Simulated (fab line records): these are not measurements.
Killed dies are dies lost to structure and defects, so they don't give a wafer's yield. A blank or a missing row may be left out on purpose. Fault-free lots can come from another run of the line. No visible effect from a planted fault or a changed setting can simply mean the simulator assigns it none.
fab line records / flow n5Finfet
record lots=3 wafers=9 lastDay=17
route steps=1938 shown BEOL_M9@1462 BEOL_M10@1470
lots untouched by any fault: they come from a run of this same line in which no faults occurred
startH: the number of hours between the record's first day and the start of the first shown wafer of the lot / waitH: hours elapsed since this lot's preceding step / " repeats the value in the row above / L1.1+2: one row covering several wafers at once / - value missing, or start not given / * or withheld: withheld / < > ~ a bound
route shown NAME@n: NAME is a module with steps in the file, n the number in the route of the first one / usual: mean and standard deviation over wafers with no fault / same: alike in all rows / chamber/n: place in a boat / sites: readings site by site / _std_site: standard deviation of those values / _edge_site: mean of outer sites minus mean of inner sites / radiusMm: for every site, how far away it sits from the centre of the wafer / mask NAME#n: copy n / behind: tool/chamber where the wafer was last shaped / hold: why the lot went on hold/how many hours it stayed there/how the hold came to an end / device: the n, p or np transistor that did not switch / end of line: the tests these same wafers got at the end of their route / for a step that has no rows: nothing shown but its recipe / killed: count of dies lost to structure and defects at first sort (not the wafer's yield) / map: a wafer's dies, x killed, . not, _ none there
set.NAME: the setting as run; set.NAME@STEP: as run at that earlier step / model.NAME: the simulator's own value behind a step, which no gauge read
a table for each step, a row for each wafer; lots at some steps of the route
services: the hour from which a tool's chamber was out of use, counted from the record's first day as startH (under 0 if before that day), plus the number of hours and why
## steps
# step N5_BEOL_M9_ECD_50
# recipe material=Cu targetThkA=3180
# step N5_BEOL_M9_ANNEAL_51
# recipe tempC=225 timeS=90 ambient=N2
# step N5_BEOL_M9_CMP_52
# recipe stopOn=SiCOH_lowk tOverpolishS=7 downForcePsi=1 platenRpm=50 clearingPlatenDownForcePsi=1.5 clearingPlatenRpm=50 postCmpClean=cuAlkaline targetThkNm=140 clearingPlatenPadVelocityMS=0.99484 padVelocityMS=0.99484
# step N5_BEOL_M9_PRE_CLEAN_55
# recipe gas=NH3 timeS=15 tempC=withheld rfPowerW=300
# step N5_BEOL_M9_DEP_56
# recipe material=SiCN targetThkA=150 tempC=withheld precursor=3MS/NH3 pressureTorr=3 rfW=202 timeS=26.5
# step N5_BEOL_M10_ILD_DEP_00
# recipe material=SiCOH_lowk targetThkA=3085.1 tempC=300 precursor=DEMS/porogen pressureTorr=5 rfW=500 timeS=58
# step N5_BEOL_M10_CURE_71
# recipe tempC=385 timeS=240 ambient=He/Ar material=SiCOH_lowk
# step N5_BEOL_M10_PECVD_70
# recipe material=SiO2 targetThkA=200 tempC=400 precursor=TEOS/O2 pressureTorr=5.5 rfW=450 teosFlowSccm=53.8 gas=O2 flowSccm=3000 timeS=22.7
# step N5_BEOL_M10_HM_DEP_02
# recipe material=TiN targetThkA=200 tempC=25 chamberPressurePa=0.49996
# usual throttleValvePct=30.4/0.9
lot.wafer=L149.1 tool=pvdSputter-03 chamber=- startH=282.75 waitH=0.3 throttleValvePct=29.4 model.TiN_of_BEOL_M10_HM_DEP_02.thkNm=20
lot.wafer=L149.2 tool=pvdSputter-03 chamber=- startH=282.75 waitH=0.3 throttleValvePct=31.7 model.TiN_of_BEOL_M10_HM_DEP_02.thkNm=20
lot.wafer=L149.3 tool=pvdSputter-03 chamber=- startH=282.75 waitH=0.3 throttleValvePct=30.3 model.TiN_of_BEOL_M10_HM_DEP_02.thkNm=20.4
lot.wafer=L159.1 tool=pvdSputter-03 chamber=- startH=328.68 waitH=0.6 throttleValvePct=31.9 model.TiN_of_BEOL_M10_HM_DEP_02.thkNm=19.6
lot.wafer=L159.2 tool=pvdSputter-03 chamber=- startH=328.68 waitH=0.6 throttleValvePct=30.0 model.TiN_of_BEOL_M10_HM_DEP_02.thkNm=11.8
lot.wafer=L159.6 tool=pvdSputter-03 chamber=- startH=328.68 waitH=0.6 throttleValvePct=30.2 model.TiN_of_BEOL_M10_HM_DEP_02.thkNm=12
lot.wafer=L162.1 tool=pvdSputter-02 chamber=- startH=356.30 waitH=0.9 throttleValvePct=29.0 model.TiN_of_BEOL_M10_HM_DEP_02.thkNm=20
lot.wafer=L162.2 tool=pvdSputter-02 chamber=- startH=356.30 waitH=0.9 throttleValvePct=29.3 model.TiN_of_BEOL_M10_HM_DEP_02.thkNm=20
lot.wafer=L162.4 tool=pvdSputter-02 chamber=- startH=356.30 waitH=0.9 throttleValvePct=29.6 model.TiN_of_BEOL_M10_HM_DEP_02.thkNm=20.2
# step N5_BEOL_M10_COAT_59
# recipe resist=SOC tempC=250 timeS=60 spinRpm=1500 resistThkNm=100
# step N5_BEOL_M10_COAT_60
# recipe resist=SiARC tempC=220 timeS=60 spinRpm=1500 resistThkNm=30
# step N5_BEOL_M10_COAT_05
# recipe resist=CAR-ArF spinRpm=1500 resistThkNm=90
# step N5_BEOL_M10_EBR_07
# recipe solvent=PGMEA ebrWidthMm=1.5
# step N5_BEOL_M10_SOFTBAKE_06
# recipe tempC=110 timeS=60 resist=CAR-ArF
# step N5_BEOL_M10_EXPOSE_08
# recipe maskId=M10 na=1.35 sourceShape=dipole sigmaInner=0.411 sigmaOuter=0.611 polarization=te doseMj=53.75
# step N5_BEOL_M10_PEB_09
# recipe pebTempC=withheld pebTimeS=60 resist=CAR-ArF
# step N5_BEOL_M10_DEVELOP_10
# recipe developTimeS=30 developer=TMAH resist=CAR-ArF rinseLiquid=diw dry=airSpin devTempC=23
# step N5_BEOL_M10_DESCUM_16
# recipe chemistry=O2 timeS=7.9 sourcePowerW=50 biasPowerW=20 pressureMtorr=20 rfFrequencyHz=2.712e+07 tempC=40 resist=CAR-ArF o2FlowSccm=225
# step N5_BEOL_M10_ETCH_61
# recipe chemistry=CF4 target=SiARC targetDepthA=390 maskMaterial=CAR-ArF timeS=65 ionEnergyEv=80 pressureMtorr=40 sourceW=545 biasW=36 Ar_flow_sccm=100 cf4FlowSccm=100 ends=cleared
# step N5_BEOL_M10_ETCH_62
# recipe chemistry=N2/H2 target=SOC targetDepthA=1100 overetchA=220 maskMaterial=SiARC tempC=40 timeS=165 ionEnergyEv=200 pressureMtorr=30 sourceW=840 biasW=150 n2FlowSccm=200 h2FlowSccm=200
# step N5_BEOL_M10_STRIP_68
# recipe chemistry=N2/H2 tempC=40 n2FlowSccm=200 h2FlowSccm=200 rfFrequencyHz=6e+07
# step N5_BEOL_M10_STRIP_67
# recipe chemistry=CF4 resist=SiARC powerW=300 biasPowerW=75 pressureMtorr=50 cf4FlowSccm=150 rfFrequencyHz=6e+07
# step N5_BEOL_M10_HM_OPEN_17
# recipe chemistry=Cl2/BCl3 targetDepthA=200 overetchA=60 target=TiN maskMaterial=SOC ionEnergyEv=150 pressureMtorr=10 icpW=1000 biasW=126 Cl2_flow_sccm=53.25 bcl3FlowSccm=21.75 Ar_flow_sccm=25
# usual drypumpMotorCurrentA=5.57/0.27 oesProductAu=0.63/0.07 throttleValvePct=22.16/0.09
lot.wafer=L149.1 tool=rieMetal-03 chamber=1 startH=283.60 waitH=0.0 drypumpMotorCurrentA=5.15 oesProductAu=0.64 rfHoursCounterH=46 throttleValvePct=22.18 model.etch.depthNm=20.06
lot.wafer=L149.2 tool=rieMetal-03 chamber=0 startH=283.60 waitH=0.0 drypumpMotorCurrentA=5.74 oesProductAu=0.62 rfHoursCounterH=64 throttleValvePct=22.14 model.etch.depthNm=19.92
lot.wafer=L149.3 tool=rieMetal-03 chamber=0 startH=283.60 waitH=0.0 drypumpMotorCurrentA=5.74 oesProductAu=0.63 rfHoursCounterH=- throttleValvePct=22.14 model.etch.depthNm=20.34
lot.wafer=L159.1 tool=rieMetal-01 chamber=1 startH=329.54 waitH=0.0 drypumpMotorCurrentA=5.66 oesProductAu=0.76 rfHoursCounterH=7 throttleValvePct=22.29 model.etch.depthNm=19.69
lot.wafer=L159.2 tool=rieMetal-01 chamber=0 startH=329.54 waitH=0.0 drypumpMotorCurrentA=5.99 oesProductAu=0.45 rfHoursCounterH=84 throttleValvePct=22.50 model.etch.depthNm=11.86
lot.wafer=L159.6 tool=rieMetal-01 chamber=0 startH=329.54 waitH=0.0 drypumpMotorCurrentA=5.97 oesProductAu=0.46 rfHoursCounterH=- throttleValvePct=22.49 model.etch.depthNm=11.9
lot.wafer=L162.1 tool=rieMetal-03 chamber=0 startH=357.20 waitH=0.0 drypumpMotorCurrentA=5.77 oesProductAu=0.61 rfHoursCounterH=72 throttleValvePct=22.16 model.etch.depthNm=20.07
lot.wafer=L162.2 tool=rieMetal-03 chamber=1 startH=357.20 waitH=0.0 drypumpMotorCurrentA=5.16 oesProductAu=0.62 rfHoursCounterH=53 throttleValvePct=22.21 model.etch.depthNm=20
lot.wafer=L162.4 tool=rieMetal-03 chamber=0 startH=357.20 waitH=0.0 drypumpMotorCurrentA=5.73 oesProductAu=0.61 rfHoursCounterH=- throttleValvePct=22.15 model.etch.depthNm=20.16
# step N5_BEOL_M10_STRIP_19
# recipe chemistry=O2 powerW=400 tempC=40 pressureMtorr=30 rfFrequencyHz=6e+07 biasPowerW=0 overashFraction=0.2 o2FlowSccm=225
# step N5_BEOL_M10_COAT_63
# recipe resist=SOC tempC=250 timeS=60 spinRpm=1500 resistThkNm=100
# step N5_BEOL_M10_COAT_64
# recipe resist=SiARC tempC=220 timeS=60 spinRpm=1500 resistThkNm=30
# step N5_BEOL_M10_COAT_22
# recipe resist=CAR-ArF spinRpm=1500 resistThkNm=90
# step N5_BEOL_M10_EBR_24
# recipe solvent=PGMEA ebrWidthMm=1.5
# step N5_BEOL_M10_SOFTBAKE_23
# recipe tempC=110 timeS=60 resist=CAR-ArF
# step N5_BEOL_M10_EXPOSE_25
# recipe maskId=V9 na=1.35 sourceShape=annular sigmaInner=0.5 sigmaOuter=0.8 polarization=unpolarized doseMj=85.5
# step N5_BEOL_M10_PEB_26
# recipe pebTempC=withheld pebTimeS=60 resist=CAR-ArF
# step N5_BEOL_M10_DEVELOP_27
# recipe developTimeS=30 developer=TMAH resist=CAR-ArF rinseLiquid=diw dry=airSpin devTempC=23
# step N5_BEOL_M10_TRENCH_ETCH_37
# recipe chemistry=C4F6/O2 targetDepthA=1488.3 target=SiCOH_lowk timeS=48 ionEnergyEv=250 pressureMtorr=30 sourceW=345 biasW=185 Ar_flow_sccm=300 C4F6_flow_sccm=10 O2_flow_sccm=10
# usual drypumpMotorCurrentA=5.7/0.43 oesProductAu=0.83/0.061 rfVppV=666/14 showerheadPlenumPTorr=2.88/0.079 throttleValvePct=20.83/0.28
lot.wafer=L149.1 tool=rieDiel-02 chamber=3 startH=- waitH=- drypumpMotorCurrentA=4.9 oesProductAu=0.77 rfHoursCounterH=129 rfVppV=657 showerheadPlenumPTorr=2.87 throttleValvePct=20.68 model.TiN_of_BEOL_M10_HM_DEP_02.thkNm=16
lot.wafer=L149.2 tool=rieDiel-02 chamber=2 startH=- waitH=- drypumpMotorCurrentA=5.6 oesProductAu=0.95 rfHoursCounterH=15 rfVppV=670 showerheadPlenumPTorr=2.79 throttleValvePct=20.69 model.TiN_of_BEOL_M10_HM_DEP_02.thkNm=15.6
lot.wafer=L149.3 tool=rieDiel-02 chamber=0 startH=- waitH=- drypumpMotorCurrentA=6.4 oesProductAu=0.86 rfHoursCounterH=69 rfVppV=661 showerheadPlenumPTorr=2.79 throttleValvePct=21.27 model.TiN_of_BEOL_M10_HM_DEP_02.thkNm=16.2
lot.wafer=L159.1 tool=rieDiel-06 chamber=2 startH=- waitH=- drypumpMotorCurrentA=5.1 oesProductAu=0.80 rfHoursCounterH=82 rfVppV=664 showerheadPlenumPTorr=2.88 throttleValvePct=20.57 model.TiN_of_BEOL_M10_HM_DEP_02.thkNm=15.6
lot.wafer=L159.2 tool=rieDiel-06 chamber=3 startH=- waitH=- drypumpMotorCurrentA=5.8 oesProductAu=0.79 rfHoursCounterH=125 rfVppV=666 showerheadPlenumPTorr=2.97 throttleValvePct=20.81 model.TiN_of_BEOL_M10_HM_DEP_02.thkNm=7.6
lot.wafer=L159.6 tool=rieDiel-06 chamber=2 startH=- waitH=- drypumpMotorCurrentA=5.1 oesProductAu=0.80 rfHoursCounterH=- rfVppV=665 showerheadPlenumPTorr=2.88 throttleValvePct=20.58 model.TiN_of_BEOL_M10_HM_DEP_02.thkNm=7.8
lot.wafer=L162.1 tool=rieDiel-02 chamber=0 startH=- waitH=- drypumpMotorCurrentA=6.5 oesProductAu=0.84 rfHoursCounterH=84 rfVppV=660 showerheadPlenumPTorr=2.78 throttleValvePct=21.28 model.TiN_of_BEOL_M10_HM_DEP_02.thkNm=16
lot.wafer=L162.2 tool=rieDiel-02 chamber=2 startH=- waitH=- drypumpMotorCurrentA=5.6 oesProductAu=0.91 rfHoursCounterH=31 rfVppV=668 showerheadPlenumPTorr=2.78 throttleValvePct=20.70 model.TiN_of_BEOL_M10_HM_DEP_02.thkNm=15.8
lot.wafer=L162.4 tool=rieDiel-02 chamber=3 startH=- waitH=- drypumpMotorCurrentA=4.9 oesProductAu=0.76 rfHoursCounterH=144 rfVppV=657 showerheadPlenumPTorr=2.86 throttleValvePct=20.70 model.TiN_of_BEOL_M10_HM_DEP_02.thkNm=16
## services
tool=pvdSputter-02 chamber=- startH=306.05 hours=1.9 kind=repair
tool=rieDiel-06 chamber=- startH=307.32 hours=2.8 kind=pm
tool=rieDiel-02 chamber=- startH=329.88 hours=24.2 kind=repair
tool=pvdSputter-03 chamber=- startH=352.94 hours=1.0 kind=repair
## key
firstSign none at tools or gauges
modelEffect step=N5_BEOL_M10_HM_DEP_02 value=TiN_of_BEOL_M10_HM_DEP_02.thkNm without=19.9 struck=11.9
modelEffect step=N5_BEOL_M10_HM_OPEN_17 value=etch.depthNm without=19.88 struck=11.88
modelEffect step=N5_BEOL_M10_TRENCH_ETCH_37 value=TiN_of_BEOL_M10_HM_DEP_02.thkNm without=15.7 struck=7.7
metAt N5_BEOL_M10_HM_DEP_02
struckWafers L159.2,L159.6
onsetBetween 282.75 328.68
fault kind=processParameterDrift tool=pvdSputter-03 chamber=- onsetH=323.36 steps=N5_BEOL_M10_HM_DEP_02 channel=targetThkA offset=* shape=step endH=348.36 actsIn=* stated=* scope=struckWafersOnly
